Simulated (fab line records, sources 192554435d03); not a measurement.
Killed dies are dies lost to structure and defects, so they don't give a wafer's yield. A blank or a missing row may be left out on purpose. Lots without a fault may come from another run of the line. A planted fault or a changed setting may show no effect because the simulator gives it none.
A struck lot beside a sound one | flow n5_finfet | 37 steps out of a route of 1938
Sound: wafers L934.1, L934.3, L934.6. Struck: wafers L928.2, L928.3, L928.6. The cause comes at the end.
At each step with rows: each side's tool, then ch and its chambers, then its first start. Under that, the readings that differ: sound wafers | struck wafers | difference of the means | sigmas: that difference in standard deviations of wafers without a fault.
alike: readings whose means differ by less than 2 such deviations, and words and numbers that are the same on both sides. not compared: withheld readings, readings that some wafer has no value for, bounds like >300 that may hide the same value, and numbers for which the record gives no deviation and whose values overlap.
The two part at a step that has a row with sigmas, a row that says differs or no value, or rows on one side only. Numbers that don't overlap but have no deviation are shown without sigmas and don't part them. A reading that every wafer of one side lacks parts them only if that side has two wafers or more.

first, 9 steps without rows for these wafers: N5_BEOL_M4_ANNEAL_95 (time 240 s); N5_BEOL_M4_SPUTTER_96 (material Cu, target thk 4.5 nm, time 8.29 s); N5_BEOL_M4_ECD_50 (material Cu, target thk 300 nm); N5_BEOL_M4_ANNEAL_51 (time 90 s); N5_BEOL_M4_CMP_52 (polishes, stops on SiOC, t overpolish 6.8 s, target thk 40 nm); N5_BEOL_M4_PRE_CLEAN_60 (time 15 s); N5_BEOL_M4_CO_CAP_55 (material Co, precursor CCTBA/H2, target thk 2 nm, time 102.1 s); N5_BEOL_M4_PRE_CLEAN_56 (time 15 s); N5_BEOL_M4_DEP_57 (deposits SiCN from 3MS/NH3, target thk 8 nm, time 14 s).
N5_BEOL_M4_RC_MEAS_101:
  sound on prober-02 ch 0, day 13 22:55; struck on prober-01 ch 0, day 12 10:02
  alike: DIBL_N, DIBL_P, IOFF_N, IOFF_P, ION_N, ION_P, SS_N, SS_P, VT_N, VT_P
then, 24 steps without rows for these wafers: N5_BEOL_M5_ILD_DEP_00 (deposits SiCOH lowk from DEMS/porogen, target thk 140.64 nm, time 25.9 s); N5_BEOL_M5_CURE_79 (cures SiCOH lowk, time 240 s); N5_BEOL_M5_PECVD_70 (deposits SiO2 from TEOS/O2, target thk 16 nm, time 18 s); N5_BEOL_M5_HM_DEP_02 (deposits TiN, target thk 20 nm); N5_BEOL_M5_COAT_59 (time 60 s, resist thk 60 nm); N5_BEOL_M5_COAT_60 (time 60 s, resist thk 12 nm); N5_BEOL_M5_COAT_71 (time 60 s, resist thk 5 nm); N5_BEOL_M5_COAT_05 (resist thk 30 nm); N5_BEOL_M5_EBR_07; N5_BEOL_M5_SOFTBAKE_06 (time 60 s); N5_BEOL_M5_EXPOSE_08 (exposes mask M5, target cd 28 nm); N5_BEOL_M5_PEB_09 (peb time 60 s); N5_BEOL_M5_DEVELOP_10 (develop time 30 s); N5_BEOL_M5_DESCUM_16 (chemistry O2, time 7 s); N5_BEOL_M5_ETCH_72 (etches underlayer in N2/H2, target depth 6.5 nm, time 5.2 s); N5_BEOL_M5_ETCH_61 (etches SiARC in CF4, target depth 15.6 nm, time 26 s); N5_BEOL_M5_ETCH_62 (etches SOC in N2/H2, target depth 75 nm, overetch 15 nm, time 112.5 s); N5_BEOL_M5_STRIP_63 (strips in N2/H2); N5_BEOL_M5_STRIP_73 (strips in N2/H2); N5_BEOL_M5_STRIP_64 (strips in CF4); N5_BEOL_M5_HM_OPEN_17 (chemistry Cl2/BCl3, target TiN, target depth 20 nm, overetch 6 nm); N5_BEOL_M5_STRIP_19 (strips in O2); N5_BEOL_M5_COAT_65 (time 60 s, resist thk 60 nm); N5_BEOL_M5_COAT_66 (time 60 s, resist thk 12 nm).
N5_BEOL_M9_ILD_DEP_00: deposits SiCOH lowk from DEMS/porogen, target thk 308.51 nm, time 58 s.
  sound on pecvd-04 ch 0,2, day 15 08:44; struck on pecvd-04 ch 0,2, day 14 05:30
  no value came back on the struck wafers for any of 5 readings (chamber_pressure_Torr (Torr), heater_power_outer_w (W) and others); on the sound wafers chamber_pressure_Torr (Torr) reads 5.005 5.002 4.983
N5_BEOL_M9_OCD_MEAS_38:
  sound on ocd-02, day 15 13:11; struck on ocd-02, day 14 12:34
  reading              | sound             | struck | difference                    | sigmas
  trench_depth_nm (nm) | 152.1 152.0 155.8 | - - -  | no value on the struck wafers |
-- the record jumps here: 3 days lie between the struck wafers' starts before and after (it left off in module BEOL_M9 and takes up again in module PASSIVATION, whose first step shown is number 1936 of the route) --
N5_PASSIVATION_PROBE_49:
  sound on prober-02, day 17 23:08; struck on prober-02, day 17 01:21
  reading                  | sound          | struck         | difference | sigmas
  defect_limited_yield (%) | 92.2 92.0 91.7 | 0 0 0          | -92        | -71
  killed_at_M0_to_M3       | 44 38 45       | 6 7 5          | -36        | -4
  killed_at_M4_up          | 10 13 15       | 1164 1166 1166 | +1153      | +99 or more
  killed_dies              | 92 94 98       | 1180 1180 1180 | +1085      | +68
  killed_on_rim            | 11 12 15       | 152 152 152    | +139       | +33
  killed_open              | 55 62 61       | 9 11 12        | -49        | -4
  killed_short             | 31 32 34       | 8 5 3          | -27        | -4
  sort_bin_5_function (%)  | 4.0 4.3 5.1    | 70.8 74.0 74.1 | +68.5      | +80
  sort_n_pass              | 1088 1086 1082 | 0 0 0          | -1085      | -68
  sort_yield_pct (%)       | 92.2 92.0 91.7 | 0 0 0          | -92        | -71
  alike: killed_at_contacts, killed_at_front_end, killed_at_other, sort_bin_4_leakage, sort_bin_6_memory

WHERE THEY PART
First at N5_BEOL_M9_ILD_DEP_00; last, within this record, at N5_PASSIVATION_PROBE_49.

WHY: what the simulator had put in
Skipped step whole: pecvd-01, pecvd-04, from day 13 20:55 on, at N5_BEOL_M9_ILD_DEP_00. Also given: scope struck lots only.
